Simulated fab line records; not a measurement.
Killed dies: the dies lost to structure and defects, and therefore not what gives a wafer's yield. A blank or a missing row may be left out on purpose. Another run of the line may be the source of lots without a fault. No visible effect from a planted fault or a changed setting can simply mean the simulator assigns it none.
fab line records + flow n5-finfet
record:
- lots: 10
- wafers: 25
- last-day: 18
route steps=1938 shown FIN_CUT@168 BEOL_M4@1111 PASSIVATION@1936
lots untouched by any fault: they come from a run of this same line in which no faults occurred
start-h: hours from the record's opening day to when the first of the lot's shown wafers began + wait-h: hours from the lot's prior step to this one + " identical to the entry in the row above + L1.1+2: a row that stands for several wafers + - no value present, or no start provided + * or withheld: withheld + < > ~ a bound
route shown NAME@n: NAME is a module with steps in the file, n the number in the route of the first one + usual: average and standard deviation across the fault-free wafers + same: alike in all rows + chamber/n: place in a boat + sites: per-site readings + _std_site: standard deviation across them + _edge_site: outer sites' mean less inner sites' + radius-mm: how far each site lies from the wafer's centre + mask NAME#n: copy n + behind: tool/chamber where the wafer was last shaped + hold: why the lot went on hold/how many hours it stayed there/how the hold came to an end + device: which transistor (n, p or np) failed to switch + end of line: the route-end tests of the same wafers + a step without rows: its recipe alone + killed: the dies lost at the first sort to structure and to defects; this is not the yield of the wafer + map: dies across one wafer; x = killed, . = not, _ = none there
set.NAME: the setting as run; set.NAME@STEP: as run at that earlier step + model.NAME: the simulator's own value behind a step, which no gauge read
route steps across a sampled set of lots; one table per step, one row per wafer
services: the hour from which a tool's chamber was out of use, counted from the record's first day as start-h (under 0 if before that day), plus the number of hours and why
== steps ==
step: N5_FIN_CUT_ETCH_20
recipe:
- chemistry: CF4
- target: SiARC
- target-depth-a: 260
- mask-material: CAR-EUV
- time-s: 43.3
- ion-energy-ev: 80
- pressure-mtorr: 40
- source-w: 545
- bias-w: 36
- Ar_flow_sccm: 100
- cf4-flow-sccm: 100
- ends: cleared
usual:
- chamber-pressure-mTorr: 40.00/0.032
- drypump-motor-current-A: 5.5/0.42
- etch-rf-on-time-s: 43.8/1.1
- oes-product-au: 0.67/0.073
- rf-vpp-V: 183.9/1.2
- showerhead-plenum-p-Torr: 2.13/0.057
- throttle-valve-pct: 15.69/0.25
| lot.wafer | tool        | chamber | start-h | wait-h | chamber-pressure-mTorr | drypump-motor-current-A | etch-rf-on-time-s | oes-product-au | rf-hours-counter-h | rf-vpp-V | showerhead-plenum-p-Torr | throttle-valve-pct |
|-----------|-------------|---------|---------|--------|------------------------|-------------------------|-------------------|----------------|--------------------|----------|--------------------------|--------------------|
| L291.2    | rie-diel-06 | 1       | 45.70   | 0.0    | 39.97                  | 6.3                     | 44.2              | 0.58           | 236                | 182.5    | 2.03                     | 15.92              |
| L291.4    | "           | 0       | "       | "      | 39.97                  | 5.0                     | 43.3              | 0.62           | -                  | 183.5    | 2.12                     | 15.87              |
| L291.6    | "           | 2       | "       | "      | 39.97                  | 5.6                     | 43.6              | 0.69           | -                  | 183.0    | 2.10                     | 15.86              |
| L295.4    | rie-diel-04 | 0       | 69.93   | 0.0    | 40.02                  | 5.6                     | 44.0              | 0.60           | -                  | 183.3    | 2.10                     | 16.15              |
| L295.5    | "           | 3       | "       | "      | 40.01                  | 4.8                     | 43.1              | 0.59           | -                  | 184.1    | 2.13                     | 15.71              |
| L296.1    | rie-diel-06 | 2       | 74.53   | 0.0    | 40.01                  | 5.6                     | 44.4              | 0.68           | 93                 | 182.4    | 2.10                     | 15.88              |
| L296.5    | "           | 1       | "       | "      | 39.99                  | 6.3                     | 44.7              | 0.58           | -                  | 181.1    | 2.02                     | 15.92              |
| L299.1    | rie-diel-05 | 0       | 92.71   | 0.0    | 40.01                  | 5.2                     | 44.3              | 0.67           | 98                 | 182.1    | 2.07                     | 15.70              |
| L299.3    | "           | 2       | "       | "      | 40.02                  | 5.8                     | 42.1              | 0.76           | 37                 | 185.2    | 2.16                     | 15.37              |
| L299.5    | "           | 3       | "       | "      | 40.02                  | 5.6                     | 44.2              | 0.59           | -                  | 184.9    | 2.22                     | 15.75              |
| L302.1    | rie-diel-06 | 2       | 109.96  | 0.0    | 39.99                  | 5.6                     | 44.9              | 0.67           | 104                | 183.7    | 2.09                     | 15.92              |
| L302.3    | "           | 0       | "       | "      | 39.97                  | 5.0                     | 45.0              | 0.60           | 201                | 184.5    | 2.12                     | 15.93              |
| L302.5    | "           | 0       | "       | "      | 39.95                  | 4.9                     | 44.8              | 0.60           | -                  | 183.5    | 2.12                     | 15.91              |
| L303.1    | rie-diel-05 | 1       | 118.16  | 0.0    | 40.02                  | 5.8                     | 42.1              | 0.72           | 75                 | 183.9    | 2.15                     | 15.51              |
| L303.2    | "           | 2       | "       | "      | 39.99                  | 5.9                     | 42.1              | 0.76           | 44                 | 183.3    | 2.16                     | 15.38              |
| L303.6    | "           | 0       | "       | "      | 39.95                  | 5.1                     | 43.6              | 0.68           | -                  | 182.9    | 2.07                     | 15.72              |
| L306.3    | rie-diel-06 | 2       | 135.63  | 0.0    | 39.98                  | 5.6                     | 44.9              | 0.66           | 112                | 184.1    | 2.09                     | 15.93              |
| L306.4    | "           | 1       | "       | "      | 39.99                  | 6.3                     | 44.9              | 0.76           | 11                 | 183.9    | 2.27                     | 15.43              |
| L307.2    | rie-diel-06 | 1       | 141.21  | 0.0    | 39.99                  | 6.3                     | 45.2              | 0.77           | 12                 | 188.3    | 2.27                     | 15.42              |
| L307.4    | "           | 3       | "       | "      | 39.98                  | 4.8                     | 44.8              | 0.75           | 26                 | 183.5    | 2.09                     | 15.15              |
| L310.1    | rie-diel-04 | 0       | 159.37  | 0.0    | 40.03                  | 5.6                     | 42.9              | 0.81           | 9                  | 183.8    | 2.09                     | 15.62              |
| L310.5    | "           | 2       | "       | "      | 39.94                  | 5.2                     | 46.4              | 0.75           | -                  | 184.4    | 2.17                     | 15.45              |
| L310.6    | "           | 1       | "       | "      | 40.01                  | 5.3                     | 43.0              | 0.62           | -                  | 183.3    | 2.12                     | 15.94              |
| L311.4    | rie-diel-06 | 3       | 165.23  | 0.0    | 40.02                  | 4.8                     | 44.8              | 0.75           | 30                 | 183.6    | 2.09                     | 15.17              |
| L311.6    | "           | 2       | "       | "      | 40.03                  | 5.6                     | 45.1              | 0.66           | -                  | 183.0    | 2.09                     | 15.94              |
step: N5_FIN_CUT_ETCH_21
recipe:
- chemistry: N2/H2
- target: SOC
- target-depth-a: 2190
- overetch-a: 438
- mask-material: SiARC
- temp-c: 40
- ion-energy-ev: 100
- bias-w: 61
- time-s: 523.5
- pressure-mtorr: 30
- source-w: 850
- n2-flow-sccm: 200
- h2-flow-sccm: 200
usual:
- chamber-pressure-mTorr: 29.997/0.026
- drypump-motor-current-A: 5.5/0.42
- oes-product-au: 0.72/0.076
- rf-vpp-V: 240.8/1.1
- run-length-s: 546.7/0.47
- showerhead-plenum-p-Torr: 2.54/0.071
- throttle-valve-pct: 17.90/0.28
| lot.wafer | tool        | chamber | start-h | wait-h | chamber-pressure-mTorr | drypump-motor-current-A | oes-product-au | rf-hours-counter-h | rf-vpp-V | run-length-s | showerhead-plenum-p-Torr | throttle-valve-pct |
|-----------|-------------|---------|---------|--------|------------------------|-------------------------|----------------|--------------------|----------|--------------|--------------------------|--------------------|
| L291.2    | rie-diel-06 | 1       | 45.74   | 0.0    | 30.035                 | 6.3                     | 0.63           | 237                | 239.2    | 546.0        | 2.39                     | 18.00              |
| L291.4    | "           | 0       | "       | "      | 29.969                 | 5.0                     | 0.67           | -                  | 240.9    | 547.2        | 2.55                     | 18.35              |
| L291.6    | "           | 2       | "       | "      | 30.023                 | 5.6                     | 0.75           | -                  | 241.2    | 546.6        | 2.47                     | 18.02              |
| L295.4    | rie-diel-04 | 0       | 70.10   | 0.2    | 30.021                 | 5.6                     | 0.65           | -                  | 240.7    | 546.4        | 2.52                     | 18.40              |
| L295.5    | "           | 3       | "       | "      | 29.982                 | 4.8                     | 0.63           | -                  | 240.4    | 547.1        | 2.49                     | 17.61              |
| L296.1    | rie-diel-06 | 2       | 74.57   | 0.0    | 30.022                 | 5.6                     | 0.75           | 93                 | 240.5    | 546.5        | 2.47                     | 18.03              |
| L296.5    | "           | 1       | "       | "      | 29.975                 | 6.3                     | 0.63           | -                  | 238.2    | 546.4        | 2.39                     | 18.01              |
| L299.1    | rie-diel-05 | 0       | 92.74   | 0.0    | 29.953                 | 5.2                     | 0.74           | 98                 | 240.0    | 546.8        | 2.47                     | 18.06              |
| L299.3    | "           | 2       | "       | "      | 30.014                 | 5.9                     | 0.80           | 37                 | 241.0    | 545.9        | 2.58                     | 17.60              |
| L299.5    | "           | 3       | "       | "      | 30.039                 | 5.6                     | 0.65           | -                  | 242.6    | 546.6        | 2.63                     | 17.83              |
| L302.1    | rie-diel-06 | 2       | 110.00  | 0.0    | 30.021                 | 5.6                     | 0.74           | 105                | 239.0    | 547.2        | 2.46                     | 18.07              |
| L302.3    | "           | 0       | "       | "      | 29.985                 | 5.0                     | 0.66           | 201                | 240.6    | 547.3        | 2.54                     | 18.39              |
| L302.5    | "           | 0       | "       | "      | 29.967                 | 5.1                     | 0.66           | -                  | 241.2    | 547.3        | 2.54                     | 18.40              |
| L303.1    | rie-diel-05 | 1       | 118.20  | 0.0    | 29.995                 | 5.7                     | 0.76           | 75                 | 239.9    | 547.2        | 2.57                     | 17.64              |
| L303.2    | "           | 2       | "       | "      | 29.964                 | 5.9                     | 0.79           | 44                 | 240.5    | 545.7        | 2.58                     | 17.61              |
| L303.6    | "           | 0       | "       | "      | 30.029                 | 5.1                     | 0.73           | -                  | 237.8    | 546.8        | 2.47                     | 18.06              |
| L306.3    | rie-diel-06 | 2       | 135.66  | 0.0    | 30.004                 | 5.6                     | 0.73           | 112                | 239.4    | 546.7        | 2.46                     | 18.08              |
| L306.4    | "           | 1       | "       | "      | 29.991                 | 6.3                     | 0.86           | 11                 | 242.0    | 546.5        | 2.70                     | 17.51              |
| L307.2    | rie-diel-06 | 1       | 141.25  | 0.0    | 29.972                 | 6.3                     | 0.84           | 12                 | 241.5    | 546.0        | 2.70                     | 17.51              |
| L307.4    | "           | 3       | "       | "      | 30.027                 | 4.8                     | 0.83           | 26                 | 241.3    | 547.1        | 2.50                     | 17.57              |
| L310.1    | rie-diel-04 | 0       | 159.41  | 0.0    | 29.970                 | 5.6                     | 0.87           | 9                  | 239.7    | 546.5        | 2.50                     | 17.91              |
| L310.5    | "           | 2       | "       | "      | 29.968                 | 5.2                     | 0.83           | -                  | 240.5    | 547.0        | 2.60                     | 17.83              |
| L310.6    | "           | 1       | "       | "      | 29.962                 | 5.4                     | 0.67           | -                  | 239.9    | 546.5        | 2.52                     | 18.03              |
| L311.4    | rie-diel-06 | 3       | 165.27  | 0.0    | 30.069                 | 4.8                     | 0.81           | 31                 | 240.9    | 547.1        | 2.50                     | 17.59              |
| L311.6    | "           | 2       | "       | "      | 30.008                 | 5.7                     | 0.71           | -                  | 240.6    | 546.6        | 2.45                     | 18.08              |
step: N5_FIN_CUT_STRIP_24
recipe:
- chemistry: CF4
- resist: SiARC
- power-w: 300
- bias-power-w: 75
- pressure-mtorr: 50
- cf4-flow-sccm: 150
- rf-frequency-hz: 6e+07
usual:
- chamber-pressure-mTorr: 50.00/0.042
- drypump-motor-current-A: 5.5/0.42
- oes-product-au: 0.78/0.081
- rf-vpp-V: 271.1/1.3
- showerhead-plenum-p-Torr: 1.79/0.044
- throttle-valve-pct: 13.65/0.26
| lot.wafer | tool        | chamber | start-h | wait-h | chamber-pressure-mTorr | drypump-motor-current-A | oes-product-au | rf-hours-counter-h | rf-vpp-V | showerhead-plenum-p-Torr | throttle-valve-pct |
|-----------|-------------|---------|---------|--------|------------------------|-------------------------|----------------|--------------------|----------|--------------------------|--------------------|
| L291.2    | rie-diel-06 | 1       | 46.06   | 0.0    | 50.00                  | 6.3                     | 0.68           | 237                | 270.3    | 1.71                     | 13.94              |
| L291.4    | "           | 0       | "       | "      | 50.02                  | 5.0                     | 0.72           | -                  | 271.5    | 1.78                     | 13.87              |
| L291.6    | "           | 2       | "       | "      | 50.00                  | 5.7                     | 0.81           | -                  | 270.3    | 1.77                     | 13.81              |
| L295.4    | rie-diel-04 | 0       | 70.29   | 0.0    | 49.95                  | 5.6                     | 0.70           | -                  | 270.1    | 1.77                     | 14.17              |
| L295.5    | "           | 3       | "       | "      | 50.06                  | 4.8                     | 0.68           | -                  | 269.2    | 1.78                     | 13.67              |
| L296.1    | rie-diel-06 | 2       | 74.90   | 0.0    | 50.01                  | 5.6                     | 0.80           | 93                 | 271.2    | 1.76                     | 13.82              |
| L296.5    | "           | 1       | "       | "      | 50.10                  | 6.3                     | 0.68           | -                  | 270.1    | 1.71                     | 13.96              |
| L299.1    | rie-diel-05 | 0       | 93.07   | 0.0    | 49.99                  | 5.2                     | 0.79           | 98                 | 269.7    | 1.74                     | 13.68              |
| L299.3    | "           | 2       | "       | "      | 50.04                  | 5.8                     | 0.86           | 37                 | 271.9    | 1.81                     | 13.30              |
| L299.5    | "           | 3       | "       | "      | 50.02                  | 5.7                     | 0.70           | -                  | 271.8    | 1.84                     | 13.68              |
| L302.1    | rie-diel-06 | 2       | 110.33  | 0.0    | 49.96                  | 5.6                     | 0.79           | 105                | 269.7    | 1.76                     | 13.84              |
| L302.3    | "           | 0       | "       | "      | 50.05                  | 5.0                     | 0.71           | 201                | 269.9    | 1.77                     | 13.91              |
| L302.5    | "           | 0       | "       | "      | 50.01                  | 5.0                     | 0.71           | -                  | 271.0    | 1.77                     | 13.91              |
| L303.1    | rie-diel-05 | 1       | 118.53  | 0.0    | 50.00                  | 5.8                     | 0.82           | 76                 | 272.1    | 1.81                     | 13.50              |
| L303.2    | "           | 2       | "       | "      | 49.97                  | 5.8                     | 0.85           | 44                 | 270.5    | 1.80                     | 13.33              |
| L303.6    | "           | 0       | "       | "      | 50.02                  | 5.2                     | 0.79           | -                  | 270.5    | 1.74                     | 13.69              |
| L306.3    | rie-diel-06 | 2       | 135.99  | 0.0    | 50.02                  | 5.6                     | 0.78           | 113                | 268.1    | 1.76                     | 13.87              |
| L306.4    | "           | 1       | "       | "      | 50.12                  | 6.3                     | 0.91           | 11                 | 274.1    | 1.91                     | 13.41              |
| L307.2    | rie-diel-06 | 1       | 141.57  | 0.0    | 50.07                  | 6.3                     | 0.91           | 13                 | 275.2    | 1.91                     | 13.40              |
| L307.4    | "           | 3       | "       | "      | 50.14                  | 4.8                     | 0.89           | 26                 | 270.6    | 1.74                     | 13.11              |
| L310.1    | rie-diel-04 | 0       | 159.73  | 0.0    | 49.95                  | 5.6                     | 0.93           | 9                  | 270.3    | 1.76                     | 13.61              |
| L310.5    | "           | 2       | "       | "      | 49.96                  | 5.2                     | 0.89           | -                  | 272.7    | 1.80                     | 13.30              |
| L310.6    | "           | 1       | "       | "      | 50.07                  | 5.4                     | 0.72           | -                  | 271.5    | 1.77                     | 13.88              |
| L311.4    | rie-diel-06 | 3       | 165.59  | 0.0    | 49.98                  | 4.8                     | 0.87           | 31                 | 270.0    | 1.74                     | 13.12              |
| L311.6    | "           | 2       | "       | "      | 49.98                  | 5.6                     | 0.78           | -                  | 270.6    | 1.76                     | 13.89              |
step: N5_FIN_CUT_CUT_ETCH_26
recipe:
- chemistry: CH3F/O2
- target: SiNx
- target-depth-a: 390
- mask-material: SOC
- time-s: 55.7
- pressure-mtorr: 30
- source-w: 395
- bias-w: 73
- Ar_flow_sccm: 150
- CH3F_flow_sccm: 30
- O2_flow_sccm: 20
- ion-energy-ev: 120
usual:
- O2_flow_sccm: 20.00/0.055
- chamber-pressure-mTorr: 29.998/0.027
- drypump-motor-current-A: 5.5/0.42
- oes-product-au: 0.78/0.084
- rf-vpp-V: 298/7.5
- run-length-s: 78.9/0.48
- showerhead-plenum-p-Torr: 2.00/0.06
- throttle-valve-pct: 16.46/0.24
| lot.wafer | tool        | chamber | start-h | wait-h | O2_flow_sccm | chamber-pressure-mTorr | drypump-motor-current-A | oes-product-au | rf-hours-counter-h | rf-vpp-V | run-length-s | showerhead-plenum-p-Torr | throttle-valve-pct |
|-----------|-------------|---------|---------|--------|--------------|------------------------|-------------------------|----------------|--------------------|----------|--------------|--------------------------|--------------------|
| L291.2    | rie-diel-06 | 1       | 46.08   | 0.0    | 19.99        | 29.998                 | 6.3                     | 0.69           | 237                | 299      | 78.4         | 1.88                     | 16.60              |
| L291.4    | "           | 0       | "       | "      | 19.88        | 29.986                 | 5.0                     | 0.72           | -                  | 299      | 79.4         | 1.99                     | 16.67              |
| L291.6    | "           | 2       | "       | "      | 20.05        | 29.995                 | 5.6                     | 0.82           | -                  | 304      | 78.8         | 1.95                     | 16.59              |
| L295.4    | rie-diel-04 | 0       | 70.32   | 0.0    | 20.05        | 29.982                 | 5.6                     | 0.69           | -                  | 297      | 79.1         | 1.96                     | 16.86              |
| L295.5    | "           | 3       | "       | "      | 19.99        | 29.993                 | 4.8                     | 0.68           | -                  | 292      | 79.2         | 1.99                     | 16.44              |
| L296.1    | rie-diel-06 | 2       | 74.92   | 0.0    | 19.98        | 30.042                 | 5.6                     | 0.80           | 93                 | 304      | 78.7         | 1.95                     | 16.60              |
| L296.5    | "           | 1       | "       | "      | 20.03        | 29.954                 | 6.3                     | 0.67           | -                  | 299      | 78.5         | 1.88                     | 16.61              |
| L299.1    | rie-diel-05 | 0       | 93.09   | 0.0    | 19.97        | 30.009                 | 5.1                     | 0.80           | 98                 | 300      | 79.0         | 1.93                     | 16.46              |
| L299.3    | "           | 2       | "       | "      | 20.07        | 30.068                 | 5.8                     | 0.89           | 37                 | 288      | 77.9         | 2.03                     | 16.17              |
| L299.5    | "           | 3       | "       | "      | 20.02        | 29.964                 | 5.7                     | 0.70           | -                  | 308      | 78.7         | 2.09                     | 16.58              |
| L302.1    | rie-diel-06 | 2       | 110.35  | 0.0    | 20.08        | 30.027                 | 5.6                     | 0.79           | 105                | 304      | 78.7         | 1.94                     | 16.63              |
| L302.3    | "           | 0       | "       | "      | 19.97        | 29.996                 | 5.0                     | 0.70           | 201                | 299      | 79.5         | 1.98                     | 16.69              |
| L302.5    | "           | 0       | "       | "      | 19.96        | 30.007                 | 5.0                     | 0.70           | -                  | 298      | 79.5         | 1.98                     | 16.70              |
| L303.1    | rie-diel-05 | 1       | 118.55  | 0.0    | 20.08        | 30.032                 | 5.8                     | 0.83           | 76                 | 283      | 79.4         | 2.01                     | 16.24              |
| L303.2    | "           | 2       | "       | "      | 20.00        | 29.968                 | 5.8                     | 0.87           | 44                 | 287      | 77.9         | 2.02                     | 16.18              |
| L303.6    | "           | 0       | "       | "      | 19.96        | 30.033                 | 5.1                     | 0.78           | -                  | 303      | 78.8         | 1.93                     | 16.46              |
| L306.3    | rie-diel-06 | 2       | 136.01  | 0.0    | 19.92        | 29.974                 | 5.6                     | 0.78           | 113                | 303      | 79.4         | 1.94                     | 16.62              |
| L306.4    | "           | 1       | "       | "      | 20.02        | 29.980                 | 6.3                     | 0.90           | 11                 | 302      | 81.9         | 2.12                     | 16.12              |
| L307.2    | rie-diel-06 | 1       | 141.59  | 0.0    | 19.91        | 29.971                 | 6.3                     | 0.91           | 13                 | 304      | 78.2         | 2.12                     | 16.11              |
| L307.4    | "           | 3       | "       | "      | 20.00        | 29.999                 | 4.8                     | 0.88           | 26                 | 287      | 82.5         | 1.95                     | 15.96              |
| L310.1    | rie-diel-04 | 0       | 159.75  | 0.0    | 20.07        | 30.018                 | 5.6                     | 0.94           | 9                  | 295      | 79.2         | 1.95                     | 16.36              |
| L310.5    | "           | 2       | "       | "      | 20.02        | 29.981                 | 5.2                     | 0.88           | -                  | 309      | 79.4         | 2.05                     | 16.32              |
| L310.6    | "           | 1       | "       | "      | 20.00        | 29.974                 | 5.4                     | 0.72           | -                  | 298      | 78.9         | 1.99                     | 16.71              |
| L311.4    | rie-diel-06 | 3       | 165.61  | 0.0    | 20.01        | 29.969                 | 4.8                     | 0.87           | 31                 | 287      | 82.5         | 1.95                     | 15.97              |
| L311.6    | "           | 2       | "       | "      | 20.05        | 30.023                 | 5.6                     | 0.77           | -                  | 302      | 82.3         | 1.94                     | 16.64              |
step: N5_BEOL_M4_RC_MEAS_101
usual:
- DIBL_N: 36.6/2.3
- DIBL_P: 36.3/2.8
- IOFF_N: 0.17/0.047
- IOFF_P: 0.22/0.048
- ION_N: 676/14
- ION_P: 463/9.4
- SS_N: 71.6/0.84
- SS_P: 73.4/0.85
- VT_N: 249/3.7
- VT_P: -249/3.6
| lot.wafer | tool      | chamber | start-h | wait-h | DIBL_N[mV/V] | DIBL_P[mV/V] | IOFF_N[nA/um] | IOFF_P[nA/um] | ION_N[uA/um] | ION_P[uA/um] | SS_N[mV/dec] | SS_P[mV/dec] | VT_N[mV] | VT_P[mV] |
|-----------|-----------|---------|---------|--------|--------------|--------------|---------------|---------------|--------------|--------------|--------------|--------------|----------|----------|
| L291.2    | prober-01 | 0       | 183.49  | 0.2    | 40.4         | 40.0         | 0.26          | 0.29          | 687          | 462          | 72.7         | 74.0         | 244      | -246     |
| L291.4    | "         | 0       | "       | "      | 39.9         | 40.6         | 0.26          | 0.30          | 703          | 478          | 72.6         | 74.3         | 241      | -244     |
| L291.6    | "         | 0       | "       | "      | 40.9         | 40.4         | 0.29          | 0.29          | 703          | 477          | 72.7         | 73.8         | 242      | -245     |
| L295.4    | prober-01 | 0       | 206.33  | 0.5    | 34.9         | 34.5         | 0.15          | 0.22          | 683          | 473          | 70.9         | 72.8         | 246      | -246     |
| L295.5    | "         | 0       | "       | "      | 33.2         | 32.8         | 0.12          | 0.19          | 672          | 470          | 70.8         | 72.7         | 253      | -249     |
| L296.1    | prober-02 | 0       | 214.55  | 0.0    | 39.4         | 39.4         | 0.21          | 0.22          | 690          | 463          | 72.2         | 74.4         | 246      | -253     |
| L296.5    | "         | 0       | "       | "      | 40.5         | 39.7         | 0.26          | 0.24          | 688          | 460          | 72.3         | 74.2         | 244      | -250     |
| L299.1    | prober-02 | 0       | 228.71  | 0.0    | 36.1         | 35.7         | 0.15          | 0.18          | 656          | 448          | 71.1         | 72.7         | 253      | -253     |
| L299.3    | "         | 0       | "       | "      | 36.9         | 35.5         | 0.17          | 0.18          | 689          | 466          | 71.6         | 73.2         | 248      | -249     |
| L299.5    | "         | 0       | "       | "      | 37.1         | 34.7         | 0.17          | 0.16          | 647          | 437          | 73.2         | 72.6         | 253      | -255     |
| L302.1    | prober-02 | 0       | 245.77  | 0.0    | 37.5         | 38.0         | 0.18          | 0.22          | 675          | 463          | 72.5         | 73.7         | 247      | -249     |
| L302.3    | "         | 0       | "       | "      | 36.7         | 38.0         | 0.15          | 0.22          | 657          | 458          | 72.2         | 73.2         | 250      | -250     |
| L302.5    | "         | 0       | "       | "      | 34.2         | 35.2         | 0.12          | 0.18          | 660          | 461          | 70.7         | 72.0         | 252      | -252     |
| L303.1    | prober-02 | 0       | 261.46  | 0.0    | 37.7         | 38.0         | 0.21          | 0.27          | 713          | 486          | 71.9         | 74.5         | 244      | -244     |
| L303.2    | "         | 0       | "       | "      | 37.3         | 37.2         | 0.17          | 0.24          | 676          | 465          | 72.1         | 73.3         | 251      | -246     |
| L303.6    | "         | 0       | "       | "      | 36.7         | 37.9         | 0.19          | 0.27          | 686          | 475          | 71.2         | 73.4         | 244      | -245     |
| L306.3    | prober-01 | 0       | 273.90  | 0.3    | 33.5         | 33.8         | 0.12          | 0.17          | 658          | 456          | 70.8         | 71.8         | 251      | -252     |
| L306.4    | "         | 0       | "       | "      | 36.1         | 36.4         | 0.16          | 0.22          | 679          | 466          | 71.5         | 73.1         | 250      | -250     |
| L307.2    | prober-01 | 0       | 287.18  | 0.2    | 36.6         | 38.3         | 0.16          | 0.25          | 679          | 473          | 73.0         | 73.3         | 248      | -247     |
| L307.4    | "         | 0       | "       | "      | 34.8         | 35.2         | 0.13          | 0.19          | 661          | 459          | 71.9         | 73.0         | 253      | -253     |
| L310.1    | prober-01 | 0       | 309.81  | 0.0    | 40.5         | 41.1         | 0.25          | 0.29          | 671          | 459          | 72.9         | 75.4         | 244      | -249     |
| L310.5    | "         | 0       | "       | "      | 39.5         | 40.5         | 0.24          | 0.27          | 674          | 458          | 72.5         | 74.9         | 243      | -250     |
| L310.6    | "         | 0       | "       | "      | 38.0         | 36.5         | 0.18          | 0.21          | 674          | 455          | 72.3         | 74.3         | 248      | -253     |
| L311.4    | prober-02 | 0       | 310.46  | 0.5    | 39.1         | 40.3         | 0.23          | 0.30          | 704          | 479          | 72.8         | 74.6         | 243      | -245     |
| L311.6    | "         | 0       | "       | "      | 38.9         | 37.9         | 0.22          | 0.25          | 683          | 468          | 72.8         | 73.7         | 246      | -244     |
step: N5_PASSIVATION_PROBE_49
usual:
- defect-limited-yield: 91.5/1.5
- killed_at_M0_to_M3: 33/9.9
- killed_at_M4_up: 14/5.2
- killed-at-contacts: 11/5.2
- killed-at-front-end: 38/10
- killed-at-other: 4/3.5
- killed-dies: 100/18
- killed-open: 66/14
- killed-short: 32/6.9
- sort_bin_5_function: 5.0/1
- sort_bin_6_memory: 3.1/0.69
- sort_bin_8_speed: 0.03/0.26
- sort-n-pass: 1080/18
- sort-yield-pct: 91.5/1.5
same:
- gross-dies: 1180
- killed-at-back-side: 0
- sort_bin_4_leakage[%]: 0
| lot.wafer | tool      | chamber | start-h | wait-h | defect-limited-yield[%] | killed_at_M0_to_M3 | killed_at_M4_up | killed-at-contacts | killed-at-front-end | killed-at-other | killed-dies | killed-open | killed-short | sort_bin_5_function[%] | sort_bin_6_memory[%] | sort_bin_8_speed[%] | sort-n-pass | sort-yield-pct[%] |
|-----------|-----------|---------|---------|--------|-------------------------|--------------------|-----------------|--------------------|---------------------|-----------------|-------------|-------------|--------------|------------------------|----------------------|---------------------|-------------|-------------------|
| L303.2    | prober-01 | -       | 375.10  | 0.1    | 89.6                    | 49                 | 15              | 25                 | 30                  | 4               | 123         | 91          | 32           | 6.3                    | 3.9                  | 0                   | 1057        | 89.6              |
| L303.6    | prober-01 | -       | 375.30  | 0.3    | 91.4                    | 13                 | 16              | 15                 | 52                  | 5               | 101         | 68          | 31           | 4.1                    | 4.2                  | 0                   | 1079        | 91.4              |
killed by level:class
L303.2 MOL_CONTACT_COAG:geometric-particle:open=19 BEOL_M0_SAQP:geometric-particle:open=19 BEOL_M4:geometric-particle:open=12 FIN_SAQP:geometric-particle:open=10 BEOL_M0_SAQP:geometric-particle:short=9 FIN_SAQP:geometric-particle:short=7 BEOL_M1:geometric-particle:open=7 STI_FIN_REVEAL:geometric-particle:open=6
L303.6 MOL_CONTACT_COAG:geometric-particle:open=14 FIN_SAQP:geometric-particle:open=13 FIN_SAQP:geometric-particle:short=10 STI_FIN_REVEAL:geometric-particle:open=9 GATE_CUT:geometric-particle:short=5 BEOL_M4:geometric-particle:open=5 STARTING-WAFER:geometric-particle:short=5 GATE_CUT:geometric-particle:open=3
== services ==
| tool        | chamber | start-h | hours | kind                          |
|-------------|---------|---------|-------|-------------------------------|
| rie-diel-06 | 3       | 30.53   | -     | clean                         |
| rie-diel-06 | 3       | 30.53   | -     | consumable-replace:focus-ring |
| rie-diel-06 | 3       | 30.53   | 22.6  | scheduled-down                |
| rie-diel-06 | 3       | 30.53   | 22.6  | vent-cycle                    |
| rie-diel-04 | 1       | 71.14   | 16.1  | repair                        |
| rie-diel-06 | 1       | 91.85   | -     | clean                         |
| rie-diel-06 | 1       | 91.85   | -     | consumable-replace:focus-ring |
| rie-diel-06 | 1       | 91.85   | -     | consumable-replace:showerhead |
| rie-diel-06 | 1       | 91.85   | 11.0  | scheduled-down                |
| rie-diel-06 | 1       | 91.85   | 11.0  | vent-cycle                    |
| rie-diel-06 | 0       | 92.46   | 3.0   | repair                        |
| rie-diel-04 | 0       | 121.04  | -     | clean                         |
| rie-diel-04 | 0       | 121.04  | -     | consumable-replace:focus-ring |
| rie-diel-04 | 0       | 121.04  | 17.3  | scheduled-down                |
| rie-diel-04 | 0       | 121.04  | 17.3  | vent-cycle                    |
| rie-diel-06 | 3       | 129.28  | 3.8   | repair                        |
| rie-diel-04 | 2       | 140.35  | 6.3   | repair                        |
| rie-diel-04 | 3       | 142.94  | 15.3  | repair                        |
| rie-diel-04 | -       | 145.57  | 2.8   | pm                            |
| rie-diel-06 | 3       | 153.13  | 9.8   | repair                        |
| rie-diel-06 | 2       | 156.30  | 7.3   | repair                        |
| rie-diel-04 | 3       | 158.35  | -     | clean                         |
| rie-diel-04 | 3       | 158.35  | -     | consumable-replace:focus-ring |
| rie-diel-05 | 3       | 159.35  | 16.8  | repair                        |
== key ==
first-sign:
- step: N5_FIN_CUT_CUT_ETCH_26
- reading: run-length-s
- direction: up
- sigmas: 7.2
- usual: *
- struck: *
effect none on later readings
met-at N5_FIN_CUT_CUT_ETCH_26
struck-lots L306,L307,L311
struck-wafers L306.4,L307.4,L311.4,L311.6
not-acting-at N5_FIN_CUT_ETCH_20,N5_FIN_CUT_ETCH_21,N5_FIN_CUT_STRIP_24
onset-between 110.35 136.01
fault:
- kind: process-parameter-drift
- tool: rie-diel-06
- chamber: -
- onset-h: 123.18
- steps: N5_FIN_CUT_CUT_ETCH_26
- channel: time-s
- offset: *
- shape: step
- end-h: 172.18
- scope: struck-wafers-only
- acts-in: *
- stated: *
